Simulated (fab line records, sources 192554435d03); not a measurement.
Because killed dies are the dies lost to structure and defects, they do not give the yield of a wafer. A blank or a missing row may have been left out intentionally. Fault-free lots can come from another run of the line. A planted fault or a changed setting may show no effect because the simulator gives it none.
Split-lot experiment ; flow n5_finfet ; 21 wafers read across 7 lots, on a route 1938 steps long

== THE SPLIT ==
At N5_BEOL_M11_ILD_DEP_00 (deposits SiCOH lowk from DEMS/porogen, target thk 308.51 nm, time 58 s), the setting time_s was moved away from the recipe's 58 s on 8 of the 21 wafers read, by -14.9% to +8.0%. For the rest of the wafers, this setting stayed at what the recipe calls for.

== FROM THE SPLIT ON TO THE READING: in between, the file shows 1 step ==
- N5_BEOL_M11_CURE_71: cures SiCOH lowk, time 240 s

== THE READING ==
M11_ILD_THK (nm), taken at N5_BEOL_M11_THK_MEAS_01. A value of 267 nm with a standard deviation of 3.5 nm is what fault-free wafers of this fab line usually give.

wafer;tool, chamber at the split;time_s as run, s;against the recipe;M11_ILD_THK, nm;against lot-mates on the recipe
L077.2;pecvd-03, 1;58;recipe;258;-
L077.3;pecvd-03, 0;58;recipe;266;-
L077.4;pecvd-03, 1;58;recipe;265;-
L084.1;pecvd-03, 2;58;recipe;261;-
L084.2;pecvd-03, 1;58;recipe;263;-
L084.4;pecvd-03, 0;55.34;-4.6%;257;-5
L080.2;pecvd-03, 0;60.53;+4.4%;275;+11
L080.4;pecvd-03, 2;58;recipe;264;-
L080.5;pecvd-03, 1;60.53;+4.4%;279;+15
L087.2;pecvd-01, 0;58;recipe;262;-
L087.3;pecvd-01, 1;49.38;-14.9%;226;-36
L087.5;pecvd-01, 2;49.38;-14.9%;229;-33
L085.2;pecvd-01, 2;54.06;-6.8%;248;-20
L085.4;pecvd-01, 0;58;recipe;268;-
L085.5;pecvd-01, 1;54.06;-6.8%;251;-17
L091.1;pecvd-03, 1;58;recipe;263;-
L091.4;pecvd-03, 2;62.63;+8.0%;291;+23
L091.6;pecvd-03, 0;58;recipe;273;-
L090.2;pecvd-02, 1;58;recipe;266;-
L090.3;pecvd-02, 2;58;recipe;261;-
L090.5;pecvd-02, 1;58;recipe;271;-

FIT RESULTS
A straight line over all 21 wafers: M11_ILD_THK changes by +2.58 nm for each +1% of time_s; r = +0.97; the points scatter about the line by 3.8 nm.
The same after taking each lot's own level away (the mean of its wafers on the recipe; 21 wafers): +2.46 nm for each +1%; r = +0.97; scatter 3.4 nm.
Per that fit: largest time_s move, reading shift of 37 nm.
The lots' own levels span 262.0 to 268.0 nm, that is 1.7 times the standard deviation above.
The two slopes are in agreement: the lot-to-lot level therefore moves the slope only a little.
Check: -35.9 nm against its lot-mates is what the line predicts for one of the wafers moved furthest among these (-14.9%) when that wafer is left out of the fit. It came out at -36 nm against them.

== THESE WAFERS: OTHER SPLITS ==
Before the reading, these wafers also passed through other splits. Each is held against what the fit with the lots' levels taken away leaves over:
other split on the same wafers;wafers away from the commonest value;r with M11_ILD_THK (lot level and that fit taken away)
N5_BEOL_M8_COAT_60 spin_rpm;7;+0.03
N5_BEOL_M8_TRENCH_ETCH_37 bias_w;9;-0.07
N5_BEOL_M10_ILD_DEP_00 time_s;11;+0.14

== THE WHOLE CHAIN: every reading that the file lists as answering this split, in the file's order ==
step;what it does;reading;change (the file's fit);r (the file's)
N5_BEOL_M11_ILD_DEP_00;deposits SiCOH lowk from DEMS/porogen, target thk 308.51 nm, time 58 s;SiCOH_lowk_of_BEOL_M11_ILD_DEP_00.thk_nm (the simulator's own value, which no gauge read);+2.74 nm for each +1% of the setting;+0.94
N5_BEOL_M11_CURE_71;cures SiCOH lowk, time 240 s;SiCOH_lowk_of_BEOL_M11_ILD_DEP_00.thk_nm (the simulator's own value, which no gauge read);+2.41 nm for each +1% of the setting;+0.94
N5_BEOL_M11_THK_MEAS_01;;M11_ILD_THK;+2.42 for each +1% of the setting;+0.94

== THE FILE'S OWN FIT ==
M11_ILD_THK changes by +2.42 nm for each +1% of time_s, r = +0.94.
